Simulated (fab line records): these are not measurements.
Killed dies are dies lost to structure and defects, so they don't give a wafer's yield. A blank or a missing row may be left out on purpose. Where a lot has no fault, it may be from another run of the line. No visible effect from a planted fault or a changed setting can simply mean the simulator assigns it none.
Chamber matching || flow n5Finfet || N5_HKMG_FIN_ALD_75 on aldHk-01: 4 sister chambers
The step deposits Al2O3, target thk 1 nm, co reactant pulse time 1 s. 18 wafers are shown with their chamber, then 9 later ones without.

## WAFERS, EACH WITH ITS CHAMBER
{"wafer": "L075.2", "chamber": 0, "heaterPowerW (W)": 146, "precursorPulseHeightRel": 0.988, "susceptorTempC (C)": 149.86}
{"wafer": "L075.3", "chamber": 1, "heaterPowerW (W)": 149, "precursorPulseHeightRel": 0.987, "susceptorTempC (C)": 149.77}
{"wafer": "L075.5", "chamber": 3, "heaterPowerW (W)": 175, "precursorPulseHeightRel": 1.023, "susceptorTempC (C)": 149.88}
{"wafer": "L076.2", "chamber": 2, "heaterPowerW (W)": 170, "precursorPulseHeightRel": 0.999, "susceptorTempC (C)": 149.79}
{"wafer": "L076.4", "chamber": 3, "heaterPowerW (W)": 173, "precursorPulseHeightRel": 1.010, "susceptorTempC (C)": 149.88}
{"wafer": "L076.6", "chamber": 2, "heaterPowerW (W)": 176, "precursorPulseHeightRel": 0.995, "susceptorTempC (C)": 149.98}
{"wafer": "L077.2", "chamber": 1, "heaterPowerW (W)": 149, "precursorPulseHeightRel": 0.975, "susceptorTempC (C)": 150.04}
{"wafer": "L077.4", "chamber": 3, "heaterPowerW (W)": 170, "precursorPulseHeightRel": 0.999, "susceptorTempC (C)": 150.02}
{"wafer": "L077.5", "chamber": 2, "heaterPowerW (W)": 169, "precursorPulseHeightRel": 0.981, "susceptorTempC (C)": 150.07}
{"wafer": "L079.1", "chamber": 2, "heaterPowerW (W)": 172, "precursorPulseHeightRel": 0.994, "susceptorTempC (C)": 149.96}
{"wafer": "L079.2", "chamber": 0, "heaterPowerW (W)": 146, "precursorPulseHeightRel": 0.960, "susceptorTempC (C)": 150.09}
{"wafer": "L079.6", "chamber": 3, "heaterPowerW (W)": 171, "precursorPulseHeightRel": 0.976, "susceptorTempC (C)": 149.77}
{"wafer": "L082.1", "chamber": 1, "heaterPowerW (W)": 149, "precursorPulseHeightRel": 1.005, "susceptorTempC (C)": 150.02}
{"wafer": "L082.3", "chamber": 0, "heaterPowerW (W)": 145, "precursorPulseHeightRel": 1.040, "susceptorTempC (C)": 149.71}
{"wafer": "L082.6", "chamber": 3, "heaterPowerW (W)": 173, "precursorPulseHeightRel": 1.012, "susceptorTempC (C)": 150.00}
{"wafer": "L084.2", "chamber": 3, "heaterPowerW (W)": 171, "precursorPulseHeightRel": 0.985, "susceptorTempC (C)": 149.80}
{"wafer": "L084.3", "chamber": 0, "heaterPowerW (W)": 149, "precursorPulseHeightRel": 1.017, "susceptorTempC (C)": 149.97}
{"wafer": "L084.6", "chamber": 0, "heaterPowerW (W)": 148, "precursorPulseHeightRel": 0.979, "susceptorTempC (C)": 149.97}

SIGNATURES (means of the wafers above)
{"reading": "heaterPowerW", "chamber 0": 146.80, "chamber 1": 149.00, "chamber 2": 171.75, "chamber 3": 172.17, "scatter within a chamber": 2.01}
{"reading": "precursorPulseHeightRel", "chamber 0": 0.99680, "chamber 1": 0.98900, "chamber 2": 0.99225, "chamber 3": 1.00083, "scatter within a chamber": 0.0211}
{"reading": "susceptorTempC", "chamber 0": 149.9200, "chamber 1": 149.9433, "chamber 2": 149.9500, "chamber 3": 149.8917, "scatter within a chamber": 0.125}
Rule: for a wafer and a chamber, the distance is found by dividing, reading by reading, the gap between the wafer's reading and the chamber's mean by the reading's scatter, squaring, summing and taking the root. The wafer belongs to the nearest chamber; if the next one is less than 2 further off, it can't be placed. The scatter is the square root of a quotient: the sum, over the shown wafers, of each reading's squared deviation from its chamber's mean, divided by wafers minus chambers.

## WAFERS WHOSE CHAMBER IS MISSING
{"wafer": "L092.3", "heaterPowerW (W)": 147, "precursorPulseHeightRel": 1.005, "susceptorTempC (C)": 150.24}
{"wafer": "L092.5", "heaterPowerW (W)": 172, "precursorPulseHeightRel": 0.973, "susceptorTempC (C)": 149.99}
{"wafer": "L092.6", "heaterPowerW (W)": 146, "precursorPulseHeightRel": 0.988, "susceptorTempC (C)": 149.92}
{"wafer": "L095.2", "heaterPowerW (W)": 150, "precursorPulseHeightRel": 1.014, "susceptorTempC (C)": 149.91}
{"wafer": "L095.4", "heaterPowerW (W)": 169, "precursorPulseHeightRel": 0.995, "susceptorTempC (C)": 150.17}
{"wafer": "L095.6", "heaterPowerW (W)": 150, "precursorPulseHeightRel": 1.004, "susceptorTempC (C)": 150.14}
{"wafer": "L097.2", "heaterPowerW (W)": 172, "precursorPulseHeightRel": 1.016, "susceptorTempC (C)": 149.85}
{"wafer": "L097.3", "heaterPowerW (W)": 144, "precursorPulseHeightRel": 1.025, "susceptorTempC (C)": 149.86}
{"wafer": "L097.5", "heaterPowerW (W)": 175, "precursorPulseHeightRel": 1.052, "susceptorTempC (C)": 150.03}

## THE CHAMBER EACH PASSED THROUGH
{"wafer": "L092.3", "from the rows above": "can't be placed: 0 or 1", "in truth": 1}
{"wafer": "L092.5", "from the rows above": "can't be placed: 2 or 3", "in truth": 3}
{"wafer": "L092.6", "from the rows above": "can't be placed: 0 or 1", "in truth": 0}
{"wafer": "L095.2", "from the rows above": "can't be placed: 1 or 0", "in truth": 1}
{"wafer": "L095.4", "from the rows above": "can't be placed: 2 or 3", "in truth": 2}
{"wafer": "L095.6", "from the rows above": "can't be placed: 1 or 0", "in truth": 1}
{"wafer": "L097.2", "from the rows above": "can't be placed: 3 or 2", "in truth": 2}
{"wafer": "L097.3", "from the rows above": "can't be placed: 0 or 1", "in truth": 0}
{"wafer": "L097.5", "from the rows above": "can't be placed: 3 or 2", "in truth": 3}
Placed correctly: 0 of 9. From these rows, 9 cannot be placed; in 9 the true chamber is one of the candidates. Number placed wrongly: 0.
